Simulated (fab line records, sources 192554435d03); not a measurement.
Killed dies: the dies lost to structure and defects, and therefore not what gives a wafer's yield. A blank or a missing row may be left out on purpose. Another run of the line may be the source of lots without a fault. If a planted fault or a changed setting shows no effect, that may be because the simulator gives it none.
Struck lot and sound lot, side by side | flow n5-finfet | 16 out of 1938 route steps
Sound: the wafers L514.2, L514.3, L514.6. Wafers struck: L516.1, L516.6. At the end, the cause is stated.
Order at every step that has rows: each side's tool, ch and its chambers, its first start. Under that, the readings that differ: sound wafers | struck wafers | difference of the means | sigmas: that difference in standard deviations of wafers without a fault.
alike: a reading whose means differ by less than 2 such deviations, as well as words and numbers matching on both sides. not compared: withheld readings; readings where some wafer has no value; bounds like >300 that might hide an equal value; numbers whose values overlap and for which the record gives no deviation.
A row with sigmas, a row that says differs or no value, or rows on one side alone: a step with any of these is where the two part. Non-overlapping numbers with no deviation appear without sigmas and do not part them. A reading that every wafer of one side lacks parts them only if that side has two wafers or more.

first, 1 step without rows for these wafers: N5_SD_EPI_N_STRIP_47 (strips in CHF3/O2).
N5_SD_EPI_N_SD_RECESS_17: chemistry HBr/Cl2/O2, target depth 41 nm, time 23.7 s, bt time 3 s.
  sound on rie-si-06 ch 0,3, day 5 03:09; struck on rie-si-06 ch 2, day 5 16:07
  alike: drypump-motor-current-A, he-backside-leak-sccm, oes-product-au, throttle-valve-pct
  not compared: rf-hours-counter-h
N5_SD_EPI_N_STRIP_38: strips in N2/H2.
  sound on plasma-asher-01 ch 0,1, day 5 03:14; struck on plasma-asher-01 ch 1, day 5 16:13
  alike: drypump-motor-current-A, h2-flow-sccm, heater-power-w, oes-product-au
  not compared: rf-hours-counter-h
then, 4 steps without rows for these wafers: N5_SD_EPI_N_WET_ETCH_43 (etches SiO2 in dHF, time 14 s, target depth 1.5 nm); N5_SD_EPI_N_STRIP_18 (strips in SPM, time 750 s); N5_SD_EPI_N_SRD_20 (time 30 s); N5_SD_EPI_N_PRECLEAN_48 (cleans in NF3:NH3, afs cycles 2, time 20 s, sublimation time 60 s).
N5_SD_EPI_N_VAPOR_ETCH_50: etches Si in HCl, time 54 s.
  sound on epi-rpcvd-02 ch 0, day 5 03:59; struck on epi-rpcvd-04 ch 0, day 5 17:26
  reading            | sound          | struck    | difference | sigmas
  lamp-inner-pct (%) | 18.1 18.1 17.9 | 19.5 19.2 | +1.3       | +2
  alike: throttle-valve-pct
then, 1 step without rows for these wafers: N5_SD_EPI_N_EPI_21 (deposits Si:P, time 690 s).
N5_SD_EPI_N_EPI_MEAS_23:
  sound on film-metro-02 at day 5 05:51; struck on film-metro-02 at day 5 21:53
  alike: thk-nm
then, 2 steps without rows for these wafers: N5_SD_EPI_N_PRECLEAN_24 (cleans in O3/DIW, time 60 s); N5_SD_EPI_N_SRD_25 (time 30 s).
N5_SD_EPI_N_PRECLEAN_49: cleans in NF3:NH3, afs cycles 1, time 20 s, sublimation time 60 s.
  sound on remote-plasma-02 ch 1, day 5 05:59; struck on remote-plasma-01 ch 1, day 5 21:59
  reading    | sound             | struck      | difference | sigmas
  temp-c (C) | 29.94 29.94 29.96 | 30.43 30.38 | +0.46      | +5
N5_SD_EPI_N_LINER_46: material SiNx, target thk 3 nm.
  sound on ald-sin-01 ch 0,2,3, day 5 06:24; struck on ald-sin-01 ch 0,3, day 5 22:23
  alike: heater-power-w
  not compared: since-wet-clean-h
-- a jump in the record: the struck wafers' starts before and after are 6 days apart (it breaks off in module SD_EPI_N and resumes in module BEOL_M4, where the first step shown is number 1111 of the route) --
N5_BEOL_M4_RC_MEAS_101:
  sound on prober-01 ch 0, day 10 21:20; struck on prober-01 ch 0, day 11 11:25
  alike: DIBL_N, DIBL_P, IOFF_N, IOFF_P, ION_N, ION_P, SS_N, SS_P, VT_N, VT_P
following that, these wafers have no rows for 1 step: N5_PASSIVATION_PROBE_49.

== WHERE THEY PART ==
First at N5_SD_EPI_N_VAPOR_ETCH_50; last, within this record, at N5_SD_EPI_N_PRECLEAN_49. Later steps at which nothing parts them and some readings are alike: N5_SD_EPI_N_LINER_46, N5_BEOL_M4_RC_MEAS_101.

WHY: what had been put in by the simulator
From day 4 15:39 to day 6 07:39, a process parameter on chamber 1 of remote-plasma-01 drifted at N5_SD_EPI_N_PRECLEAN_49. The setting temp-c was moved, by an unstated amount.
